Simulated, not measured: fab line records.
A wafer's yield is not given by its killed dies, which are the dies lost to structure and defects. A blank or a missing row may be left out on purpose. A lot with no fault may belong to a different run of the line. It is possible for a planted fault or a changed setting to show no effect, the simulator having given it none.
fab line records -- flow n5Finfet
record lots=4, wafers=12, lastDay=19
route steps=1938 shown BEOL_M4@1099 BEOL_M5@1112 MIM_BOT_ETCH@1866 PASSIVATION@1936
lots that met no fault: taken from a fault-free run of the same line
startH: the number of hours between the record's first day and the start of the first shown wafer of the lot -- waitH: time in hours since the lot's previous step -- " unchanged from the row above -- L1.1+2: a single row standing in for several wafers -- - no value, or no start given -- * or withheld: withheld -- < > ~ a bound
route shown NAME@n: a module of which the file shows steps, and the number in the route of the first -- usual: mean/standard deviation of fault-free wafers -- same: alike in all rows -- chamber/n: place in a boat -- sites: the reading at each site -- _std_site: standard deviation of those values -- _edge_site: the outer-site mean with the inner-site mean subtracted -- radiusMm: for every site, how far away it sits from the centre of the wafer -- mask NAME#n: copy n -- behind: the tool/chamber that last shaped the wafer -- hold: reason for holding the lot/hours on hold/outcome of the hold -- device: which transistor (n, p or np) failed to switch -- end of line: tests of these same wafers at the route's end -- a step with no rows: only its recipe -- killed: at the first sort, the dies lost to defects and structure; wafer yield is something else -- map: the dies of a wafer, with x for killed, . for not killed, _ for no die there
set.NAME: setting as actually run; set.NAME@STEP: the setting as run at that earlier step -- model.NAME: the simulator's own value behind a step, which no gauge read
lots seen at some steps along the route; tables by step, rows by wafer
services: a tool's chamber out of use, with start hour (startH, from the record's first day; less than 0 if before it), hours out, and reason
## steps
# step N5_BEOL_M4_ANNEAL_95
# recipe tempC=400, timeS=240, ambient=vacuum
# step N5_BEOL_M4_SPUTTER_96
# recipe material=Cu, targetThkA=45, tempC=-20, chamberPressurePa=0.07, powerW=withheld, timeS=8.29
# step N5_BEOL_M4_ECD_50
# recipe material=Cu, targetThkA=3000
# step N5_BEOL_M4_ANNEAL_51
# recipe tempC=225, timeS=90, ambient=N2
# step N5_BEOL_M4_CMP_52
# recipe stopOn=SiOC, tOverpolishS=6.8, downForcePsi=1, platenRpm=50, clearingPlatenDownForcePsi=1.5, clearingPlatenRpm=50, postCmpClean=cuAlkaline, targetThkNm=40, clearingPlatenPadVelocityMS=0.99484, padVelocityMS=0.99484
# step N5_BEOL_M4_PRE_CLEAN_60
# recipe gas=NH3/H2, timeS=15, tempC=*, rfPowerW=300
# step N5_BEOL_M4_CO_CAP_55
# recipe material=Co, targetThkA=20, tempC=200, precursor=CCTBA/H2, pressureTorr=30, timeS=102.1
# step N5_BEOL_M4_PRE_CLEAN_56
# recipe gas=NH3, timeS=15, tempC=withheld, rfPowerW=300
# step N5_BEOL_M4_DEP_57
# recipe material=SiCN, targetThkA=80, tempC=withheld, precursor=3MS/NH3, pressureTorr=3, rfW=202, timeS=14
# step N5_BEOL_M4_RC_MEAS_101
# usual DIBL_N=35.9/1.3, DIBL_P=35.9/1.5, IOFF_N=0.152/0.023, IOFF_P=0.204/0.027, ION_N=673/9.2, ION_P=462/6.7, SS_N=71.4/0.48, SS_P=73.2/0.55, VT_N=250.3/2.6, VT_P=-250.6/3
lot.wafer,tool,chamber,startH,waitH,DIBL_N[mV/V],DIBL_P[mV/V],IOFF_N[nA/um],IOFF_P[nA/um],ION_N[uA/um],ION_P[uA/um],SS_N[mV/dec],SS_P[mV/dec],VT_N[mV],VT_P[mV]
L516.1,prober-01,0,208.44,0.0,33.9,33.4,0.111,0.167,667,465,70.2,72.2,252.3,-254.0
L516.2,prober-01,0,208.44,0.0,35.6,35.4,0.142,0.194,664,458,71.1,73.6,251.6,-250.2
L516.5,prober-01,0,208.44,0.0,36.7,37.1,0.156,0.220,678,470,71.8,73.6,248.0,-251.2
L525.3,prober-01,0,272.24,0.3,35.4,38.1,0.178,0.250,681,473,71.2,73.3,247.2,-245.2
L525.4,prober-01,0,272.24,0.3,34.4,36.4,0.150,0.228,680,473,71.3,73.2,251.1,-246.5
L525.6,prober-01,0,272.24,0.3,33.5,35.4,0.148,0.210,675,468,71.1,72.5,250.1,-246.4
L526.3,prober-02,0,278.40,0.3,36.0,33.2,0.112,0.145,662,450,71.1,72.5,253.4,-256.7
L526.4,prober-02,0,278.40,0.3,37.0,34.8,0.124,0.166,653,452,71.4,73.6,254.0,-252.9
L526.6,prober-02,0,278.40,0.3,38.0,35.9,0.144,0.185,665,457,71.1,72.6,250.3,-252.9
L534.1,prober-02,0,334.64,0.0,37.9,37.5,0.177,0.282,669,468,72.8,72.9,250.0,-243.7
L534.3,prober-02,0,334.64,0.0,34.3,32.7,0.112,0.196,658,464,71.4,71.8,255.1,-245.7
L534.5,prober-02,0,334.64,0.0,36.2,35.5,0.143,0.233,660,462,71.5,72.5,252.8,-244.6
# step N5_BEOL_M5_ILD_DEP_00
# recipe material=SiCOH_lowk, targetThkA=1406.4, tempC=300, precursor=DEMS/porogen, pressureTorr=5, rfW=500, timeS=25.9
# step N5_BEOL_M5_CURE_79
# recipe tempC=385, timeS=240, ambient=He/Ar, material=SiCOH_lowk
# step N5_BEOL_M5_PECVD_70
# recipe material=SiO2, targetThkA=160, tempC=400, precursor=TEOS/O2, pressureTorr=5.5, rfW=450, teosFlowSccm=53.8, gas=O2, flowSccm=3000, timeS=18
# step N5_BEOL_M5_HM_DEP_02
# recipe material=TiN, targetThkA=200, tempC=25, chamberPressurePa=0.49996
# step N5_BEOL_M5_COAT_59
# recipe resist=SOC, tempC=250, timeS=60, spinRpm=1500, resistThkNm=60
# step N5_BEOL_M5_COAT_60
# recipe resist=SiARC, tempC=220, timeS=60, spinRpm=1500, resistThkNm=12
# step N5_BEOL_M5_COAT_71
# recipe resist=underlayer, tempC=205, timeS=60, spinRpm=1500, resistThkNm=5
# step N5_BEOL_M5_COAT_05
# recipe resist=CAR-EUV, spinRpm=1500, resistThkNm=30
# step N5_BEOL_M5_EBR_07
# recipe solvent=PGMEA, ebrWidthMm=1.5
# step N5_BEOL_M5_SOFTBAKE_06
# recipe tempC=110, timeS=60, resist=CAR-EUV
# step N5_BEOL_M5_EXPOSE_08
# recipe maskId=M5, na=0.33, sourceShape=annular, sigmaInner=0.4, sigmaOuter=0.8, polarization=unpolarized, targetCdNm=28, doseMj=35.75
# step N5_BEOL_M5_PEB_09
# recipe pebTempC=100, pebTimeS=60, resist=CAR-EUV
# step N5_BEOL_M5_DEVELOP_10
# recipe developTimeS=30, developer=TMAH, resist=CAR-EUV, rinseLiquid=surfactantRinse, dry=airSpin, devTempC=23
# step N5_BEOL_M5_DESCUM_16
# recipe chemistry=O2, timeS=7, sourcePowerW=50, biasPowerW=20, pressureMtorr=20, rfFrequencyHz=2.712e+07, tempC=40, resist=CAR-EUV, o2FlowSccm=225
# step N5_BEOL_M5_ETCH_72
# recipe chemistry=N2/H2, target=underlayer, targetDepthA=65, maskMaterial=CAR-EUV, timeS=5.2, ionEnergyEv=200, pressureMtorr=30, sourceW=840, biasW=150, n2FlowSccm=200, h2FlowSccm=200, ends=cleared
# step N5_BEOL_M5_ETCH_61
# recipe chemistry=CF4, target=SiARC, targetDepthA=156, maskMaterial=CAR-EUV, timeS=26, ionEnergyEv=80, pressureMtorr=40, sourceW=545, biasW=36, Ar_flow_sccm=100, cf4FlowSccm=100, ends=cleared
# step N5_BEOL_M5_ETCH_62
# recipe chemistry=N2/H2, target=SOC, targetDepthA=750, overetchA=150, maskMaterial=SiARC, tempC=40, timeS=112.5, ionEnergyEv=200, pressureMtorr=30, sourceW=840, biasW=150, n2FlowSccm=200, h2FlowSccm=200
# step N5_BEOL_M5_STRIP_63
# recipe chemistry=N2/H2, tempC=40, n2FlowSccm=200, h2FlowSccm=200, rfFrequencyHz=6e+07
# step N5_BEOL_M5_STRIP_73
# recipe chemistry=N2/H2, tempC=40, n2FlowSccm=200, h2FlowSccm=200, rfFrequencyHz=6e+07
# step N5_BEOL_M5_STRIP_64
# recipe chemistry=CF4, resist=SiARC, powerW=300, biasPowerW=75, pressureMtorr=50, cf4FlowSccm=150, rfFrequencyHz=6e+07
# step N5_BEOL_M5_HM_OPEN_17
# recipe chemistry=Cl2/BCl3, targetDepthA=200, overetchA=60, target=TiN, maskMaterial=SOC, ionEnergyEv=150, pressureMtorr=10, icpW=1000, biasW=126, Cl2_flow_sccm=53.25, bcl3FlowSccm=21.75, Ar_flow_sccm=25
# step N5_BEOL_M5_STRIP_19
# recipe chemistry=O2, powerW=400, tempC=40, pressureMtorr=30, rfFrequencyHz=6e+07, biasPowerW=0, overashFraction=0.2, o2FlowSccm=225
# step N5_BEOL_M5_COAT_65
# recipe resist=SOC, tempC=250, timeS=60, spinRpm=1500, resistThkNm=60
# step N5_BEOL_M5_COAT_66
# recipe resist=SiARC, tempC=220, timeS=60, spinRpm=1500, resistThkNm=12
# step N5_MIM_BOT_ETCH_ETCH_04
# recipe chemistry=CF4/O2, target=SiNx, targetDepthA=260, timeS=13, ionEnergyEv=100, pressureMtorr=40, sourceW=535, biasW=49, Ar_flow_sccm=100, cf4FlowSccm=100, O2_flow_sccm=10
# usual O2_flow_sccm=10.000/0.027, biasW=49.02/0.14, drypumpMotorCurrentA=5.9/0.36, mfcArSccm=99.99/0.28, oes_ar_750_au=0.80/0.078, oesProductAu=0.80/0.082, rfVppV=241.6/1.8, showerheadPlenumPTorr=2.23/0.098, throttleValvePct=15.92/0.21
lot.wafer,tool,chamber,startH,waitH,O2_flow_sccm,biasW,drypumpMotorCurrentA,mfcArSccm,oes_ar_750_au,oesProductAu,rfHoursCounterH,rfVppV,showerheadPlenumPTorr,throttleValvePct,model.coat_of_MIM_BOT_LITHO_COAT_02.thkNm
L516.1,rieDiel-04,1,299.05,0.0,9.989,49.07,6.1,99.85,1.00,1.01,3,241.7,2.34,15.50,*
L516.2,rieDiel-04,2,299.05,0.0,10.039,49.28,6.1,99.92,0.81,0.81,102,240.8,2.14,16.22,*
L516.5,rieDiel-04,2,299.05,0.0,9.998,49.10,6.1,100.15,0.80,0.82,-,242.7,2.14,16.21,*
L525.3,rieDiel-04,0,374.34,0.0,-,-,-,-,-,-,-,-,-,-,*
L525.4,rieDiel-04,2,374.34,0.0,-,-,-,-,-,-,-,-,-,-,*
L525.6,rieDiel-04,0,374.34,0.0,-,-,-,-,-,-,-,-,-,-,*
L526.3,rieDiel-05,0,380.75,0.0,-,-,-,-,-,-,-,-,-,-,*
L526.4,rieDiel-05,2,380.75,0.0,-,-,-,-,-,-,-,-,-,-,*
L526.6,rieDiel-05,3,380.75,0.0,-,-,-,-,-,-,-,-,-,-,*
L534.1,rieDiel-02,0,438.10,0.0,9.952,49.19,5.3,100.32,0.74,0.75,136,240.0,2.29,15.86,*
L534.3,rieDiel-02,2,438.10,0.0,10.038,48.89,6.4,99.58,0.83,0.84,85,243.1,2.14,15.86,*
L534.5,rieDiel-02,1,438.10,0.0,10.017,49.19,5.5,100.33,0.73,0.72,-,240.9,2.29,16.13,*
# step N5_MIM_BOT_ETCH_ETCH_00
# recipe chemistry=Cl2/BCl3, target=TiN, targetDepthA=455, ionEnergyEv=150, pressureMtorr=10, icpW=1000, biasW=126, Cl2_flow_sccm=53.25, bcl3FlowSccm=21.75, Ar_flow_sccm=25
# usual bcl3FlowSccm=21.77/0.064, biasW=126.0/0.4, drypumpMotorCurrentA=5.6/0.41, heBacksideLeakSccm=3.3/0.32, mfcArSccm=25.01/0.072, oes_ar_750_au=0.77/0.097, oesProductAu=0.78/0.1, throttleValvePct=22.07/0.25
lot.wafer,tool,chamber,startH,waitH,bcl3FlowSccm,biasW,drypumpMotorCurrentA,heBacksideLeakSccm,mfcArSccm,oes_ar_750_au,oesProductAu,rfHoursCounterH,throttleValvePct,model.coat_of_MIM_BOT_LITHO_COAT_02.thkNm
L516.1,rieMetal-03,0,299.23,0.1,21.74,126.5,6.2,3.8,25.04,0.77,0.79,36,21.94,*
L516.2,rieMetal-03,1,299.23,0.1,21.83,125.8,5.3,3.2,24.97,0.84,0.85,19,21.88,*
L516.5,rieMetal-03,1,299.23,0.1,21.78,126.2,5.3,3.1,25.00,0.84,0.84,-,21.87,*
L525.3,rieMetal-02,1,374.69,0.2,21.79,126.2,5.1,3.2,24.91,0.71,0.72,-,22.40,*
L525.4,rieMetal-02,1,374.69,0.2,21.78,126.3,5.1,3.1,24.91,0.71,0.72,-,22.40,*
L525.6,rieMetal-02,1,374.69,0.2,21.73,126.5,5.1,3.1,24.92,0.71,0.72,-,22.40,*
L526.3,rieMetal-01,1,380.97,0.1,21.83,125.4,5.5,3.1,25.12,0.92,0.92,-,22.24,*
L526.4,rieMetal-01,0,380.97,0.1,21.66,126.2,6.0,3.8,24.97,0.67,0.66,-,21.99,*
L526.6,rieMetal-01,0,380.97,0.1,21.73,126.2,6.0,3.6,25.00,0.67,0.66,-,21.98,*
L534.1,rieMetal-03,0,438.28,0.1,21.77,126.7,6.3,3.5,25.01,0.73,0.75,51,21.96,*
L534.3,rieMetal-03,1,438.28,0.1,21.80,125.8,5.3,3.0,25.05,0.79,0.78,-,21.90,*
L534.5,rieMetal-03,1,438.28,0.1,21.76,126.3,5.3,3.1,25.02,0.79,0.78,-,21.89,*
# step N5_PASSIVATION_PROBE_49
# usual defectLimitedYield=91.0/1.5, killed_at_M0_to_M3=37/12, killed_at_M4_up=13/5, killedAtContacts=13/6.1, killedAtFrontEnd=39/11, killedAtOther=4/3.2, killedDies=106/17, killedOnRim=13/4.2, killedOpen=69/12, killedShort=35/7.9, sort_bin_5_function=5.3/1, sort_bin_6_memory=3.3/0.68, sortNPass=1074/17, sortYieldPct=91.0/1.5
# same grossDies=1180, killedAtBackSide=0, sort_bin_4_leakage[%]=0, sort_bin_8_speed[%]=0
lot.wafer,tool,chamber,startH,waitH,defectLimitedYield[%],killed_at_M0_to_M3,killed_at_M4_up,killedAtContacts,killedAtFrontEnd,killedAtOther,killedDies,killedOnRim,killedOpen,killedShort,sort_bin_5_function[%],sort_bin_6_memory[%],sortNPass,sortYieldPct[%]
L525.3,prober-02,-,384.17,0.1,0,31,15,13,22,1099,1180,152,63,21,97.9,1.9,0,0
L525.4,prober-02,-,384.22,0.2,0,34,15,9,29,1093,1180,152,47,44,96.8,2.9,0,0
L525.6,prober-02,-,384.32,0.3,0,30,14,15,35,1086,1180,152,64,30,96.6,3.2,0,0
L526.3,prober-01,-,390.47,0.1,0,43,9,8,41,1079,1180,152,70,38,96.6,3.3,0,0
L526.4,prober-01,-,390.52,0.2,0,46,15,11,39,1069,1180,152,75,39,95.7,3.8,0,0
L526.6,prober-01,-,390.62,0.3,0,51,19,12,27,1071,1180,152,71,35,96.4,3.1,0,0
# killed by level:class
L525.3 MIM_BOT_ETCH:areaEtch=1096 MOL_CONTACT_COAG:geometricParticle:open=11 BEOL_M0_SAQP:geometricParticle:open=7 BEOL_M0:geometricParticle:open=6 BEOL_M3:geometricParticle:open=6 FIN_SAQP:geometricParticle:open=5 BEOL_M0_SAQP:geometricParticle:short=4 BEOL_M2:geometricParticle:open=4
L525.4 MIM_BOT_ETCH:areaEtch=1089 FIN_SAQP:geometricParticle:short=9 FIN_SAQP:geometricParticle:open=8 BEOL_M0_SAQP:geometricParticle:short=8 MOL_CONTACT_COAG:geometricParticle:open=7 BEOL_M3:geometricParticle:open=6 BEOL_M4:geometricParticle:open=6 BEOL_M2:geometricParticle:open=5
L525.6 MIM_BOT_ETCH:areaEtch=1086 MOL_CONTACT_COAG:geometricParticle:open=11 GATE_CUT:geometricParticle:short=8 STI_FIN_REVEAL:geometricParticle:open=7 BEOL_M0_SAQP:geometricParticle:open=7 BEOL_M4:geometricParticle:open=7 BEOL_M0_SAQP:geometricParticle:short=6 BEOL_M3:geometricParticle:open=5
L526.3 MIM_BOT_ETCH:areaEtch=1068 FIN_SAQP:geometricParticle:open=12 FIN_SAQP:geometricParticle:short=11 BEOL_M0:geometricParticle:open=10 BEOL_M1:geometricParticle:open=8 MOL_CONTACT_COAG:geometricParticle:open=6 BEOL_M0_SAQP:geometricParticle:short=6 BEOL_M0_SAQP:geometricParticle:open=5
L526.4 MIM_BOT_ETCH:areaEtch=1064 BEOL_M0_SAQP:geometricParticle:open=10 FIN_SAQP:geometricParticle:open=8 MOL_CONTACT_COAG:geometricParticle:open=8 BEOL_M1:geometricParticle:open=8 FIN_SAQP:geometricParticle:short=7 GATE_CUT:geometricParticle:short=6 BEOL_M0_SAQP:geometricParticle:short=6
L526.6 MIM_BOT_ETCH:areaEtch=1071 BEOL_M1:geometricParticle:open=15 BEOL_M0_SAQP:geometricParticle:short=10 FIN_SAQP:geometricParticle:open=8 MOL_CONTACT_COAG:geometricParticle:open=8 BEOL_M0_SAQP:geometricParticle:open=7 BEOL_M2:geometricParticle:open=7 BEOL_M4:geometricParticle:open=6
# map L525.3 (x killed, . not)
_________________xxxxxxxxxxxx________________
______________xxxxxxxxxxxxxxxxxx_____________
___________xxxxxxxxxxxxxxxxxxxxxxxx__________
__________xxxxxxxxxxxxxxxxxxxxxxxxxx_________
________xxxxxxxxxxxxxxxxxxxxxxxxxxxxxx_______
_______xxxxxxxxxxxxxxxxxxxxxxxxxxxxxxxx______
______xxxxxxxxxxxxxxxxxxxxxxxxxxxxxxxxxx_____
_____xxxxxxxxxxxxxxxxxxxxxxxxxxxxxxxxxxxx____
____xxxxxxxxxxxxxxxxxxxxxxxxxxxxxxxxxxxxxx___
___xxxxxxxxxxxxxxxxxxxxxxxxxxxxxxxxxxxxxxxx__
___xxxxxxxxxxxxxxxxxxxxxxxxxxxxxxxxxxxxxxxx__
__xxxxxxxxxxxxxxxxxxxxxxxxxxxxxxxxxxxxxxxxxx_
__xxxxxxxxxxxxxxxxxxxxxxxxxxxxxxxxxxxxxxxxxx_
_xxxxxxxxxxxxxxxxxxxxxxxxxxxxxxxxxxxxxxxxxxxx
_xxxxxxxxxxxxxxxxxxxxxxxxxxxxxxxxxxxxxxxxxxxx
_xxxxxxxxxxxxxxxxxxxxxxxxxxxxxxxxxxxxxxxxxxxx
_xxxxxxxxxxxxxxxxxxxxxxxxxxxxxxxxxxxxxxxxxxxx
_xxxxxxxxxxxxxxxxxxxxxxxxxxxxxxxxxxxxxxxxxxxx
_xxxxxxxxxxxxxxxxxxxxxxxxxxxxxxxxxxxxxxxxxxxx
_xxxxxxxxxxxxxxxxxxxxxxxxxxxxxxxxxxxxxxxxxxxx
_xxxxxxxxxxxxxxxxxxxxxxxxxxxxxxxxxxxxxxxxxxxx
__xxxxxxxxxxxxxxxxxxxxxxxxxxxxxxxxxxxxxxxxxx_
__xxxxxxxxxxxxxxxxxxxxxxxxxxxxxxxxxxxxxxxxxx_
___xxxxxxxxxxxxxxxxxxxxxxxxxxxxxxxxxxxxxxxx__
___xxxxxxxxxxxxxxxxxxxxxxxxxxxxxxxxxxxxxxxx__
____xxxxxxxxxxxxxxxxxxxxxxxxxxxxxxxxxxxxxx___
_____xxxxxxxxxxxxxxxxxxxxxxxxxxxxxxxxxxxx____
______xxxxxxxxxxxxxxxxxxxxxxxxxxxxxxxxxx_____
_______xxxxxxxxxxxxxxxxxxxxxxxxxxxxxxxx______
________xxxxxxxxxxxxxxxxxxxxxxxxxxxxxx_______
__________xxxxxxxxxxxxxxxxxxxxxxxxxx_________
___________xxxxxxxxxxxxxxxxxxxxxxxx__________
______________xxxxxxxxxxxxxxxxxx_____________
_________________xxxxxxxxxxxx________________
# map L526.3 (x killed, . not)
_________________xxxxxxxxxxxx________________
______________xxxxxxxxxxxxxxxxxx_____________
___________xxxxxxxxxxxxxxxxxxxxxxxx__________
__________xxxxxxxxxxxxxxxxxxxxxxxxxx_________
________xxxxxxxxxxxxxxxxxxxxxxxxxxxxxx_______
_______xxxxxxxxxxxxxxxxxxxxxxxxxxxxxxxx______
______xxxxxxxxxxxxxxxxxxxxxxxxxxxxxxxxxx_____
_____xxxxxxxxxxxxxxxxxxxxxxxxxxxxxxxxxxxx____
____xxxxxxxxxxxxxxxxxxxxxxxxxxxxxxxxxxxxxx___
___xxxxxxxxxxxxxxxxxxxxxxxxxxxxxxxxxxxxxxxx__
___xxxxxxxxxxxxxxxxxxxxxxxxxxxxxxxxxxxxxxxx__
__xxxxxxxxxxxxxxxxxxxxxxxxxxxxxxxxxxxxxxxxxx_
__xxxxxxxxxxxxxxxxxxxxxxxxxxxxxxxxxxxxxxxxxx_
_xxxxxxxxxxxxxxxxxxxxxxxxxxxxxxxxxxxxxxxxxxxx
_xxxxxxxxxxxxxxxxxxxxxxxxxxxxxxxxxxxxxxxxxxxx
_xxxxxxxxxxxxxxxxxxxxxxxxxxxxxxxxxxxxxxxxxxxx
_xxxxxxxxxxxxxxxxxxxxxxxxxxxxxxxxxxxxxxxxxxxx
_xxxxxxxxxxxxxxxxxxxxxxxxxxxxxxxxxxxxxxxxxxxx
_xxxxxxxxxxxxxxxxxxxxxxxxxxxxxxxxxxxxxxxxxxxx
_xxxxxxxxxxxxxxxxxxxxxxxxxxxxxxxxxxxxxxxxxxxx
_xxxxxxxxxxxxxxxxxxxxxxxxxxxxxxxxxxxxxxxxxxxx
__xxxxxxxxxxxxxxxxxxxxxxxxxxxxxxxxxxxxxxxxxx_
__xxxxxxxxxxxxxxxxxxxxxxxxxxxxxxxxxxxxxxxxxx_
___xxxxxxxxxxxxxxxxxxxxxxxxxxxxxxxxxxxxxxxx__
___xxxxxxxxxxxxxxxxxxxxxxxxxxxxxxxxxxxxxxxx__
____xxxxxxxxxxxxxxxxxxxxxxxxxxxxxxxxxxxxxx___
_____xxxxxxxxxxxxxxxxxxxxxxxxxxxxxxxxxxxx____
______xxxxxxxxxxxxxxxxxxxxxxxxxxxxxxxxxx_____
_______xxxxxxxxxxxxxxxxxxxxxxxxxxxxxxxx______
________xxxxxxxxxxxxxxxxxxxxxxxxxxxxxx_______
__________xxxxxxxxxxxxxxxxxxxxxxxxxx_________
___________xxxxxxxxxxxxxxxxxxxxxxxx__________
______________xxxxxxxxxxxxxxxxxx_____________
_________________xxxxxxxxxxxx________________
## services
tool,chamber,startH,hours,kind
rieDiel-04,1,277.22,-,clean
rieDiel-04,1,277.22,-,consumableReplace:focusRing
rieDiel-04,1,277.22,-,consumableReplace:showerhead
rieDiel-04,1,277.22,13.6,scheduledDown
rieDiel-04,1,277.22,13.6,ventCycle
rieDiel-02,3,321.37,8.5,repair
rieDiel-04,3,323.22,-,clean
rieDiel-04,3,323.22,-,consumableReplace:focusRing
rieDiel-04,3,323.22,13.6,scheduledDown
rieDiel-04,3,323.22,13.6,ventCycle
rieMetal-01,1,330.56,9.9,repair
rieMetal-02,0,332.36,2.5,repair
rieDiel-05,3,337.33,15.2,repair
rieDiel-02,1,356.92,13.5,repair
rieMetal-02,0,360.08,-,clean
rieMetal-02,0,360.08,20.2,scheduledDown
rieMetal-02,0,360.08,20.2,ventCycle
rieMetal-03,-,379.17,0.5,repair
rieMetal-01,0,384.05,-,clean
rieMetal-01,0,384.05,29.3,scheduledDown
rieMetal-01,0,384.05,29.3,ventCycle
rieDiel-04,0,404.31,19.7,repair
rieDiel-05,0,431.98,-,clean
rieDiel-05,0,431.98,-,consumableReplace:esc
## key
firstSign step=N5_MIM_BOT_ETCH_ETCH_04, reading=toolRecord, direction=missing
effect step=N5_PASSIVATION_PROBE_49, reading=killedAtOther, direction=up, sigmas=99+, usual=4, struck=1083
modelEffect step=N5_MIM_BOT_ETCH_ETCH_04, value=coat_of_MIM_BOT_LITHO_COAT_02.thkNm, without=*, struck=*
modelEffect step=N5_MIM_BOT_ETCH_ETCH_00, value=coat_of_MIM_BOT_LITHO_COAT_02.thkNm, without=*, struck=*
moreKillsBornAt N5_MIM_BOT_ETCH_ETCH_04@rieDiel-04=3271, N5_MIM_BOT_ETCH_ETCH_04@rieDiel-05=3203
metAt N5_MIM_BOT_ETCH_ETCH_04
struckWafers L525.3,L525.4,L525.6,L526.3,L526.4,L526.6
laterRowsLeftOut L525.3,L525.4,L525.6,L526.3,L526.4,L526.6
onsetBetween 299.05 374.34
fault kind=skippedStepWhole, tool=rieDiel-04,rieDiel-05, chamber=-, onsetH=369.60, steps=N5_MIM_BOT_ETCH_ETCH_04, scope=struckLotsOnly
# laterRowsLeftOut: the simulator's readings of these wafers behind a module that went badly wrong aren't trusted and aren't shown, but for the sort
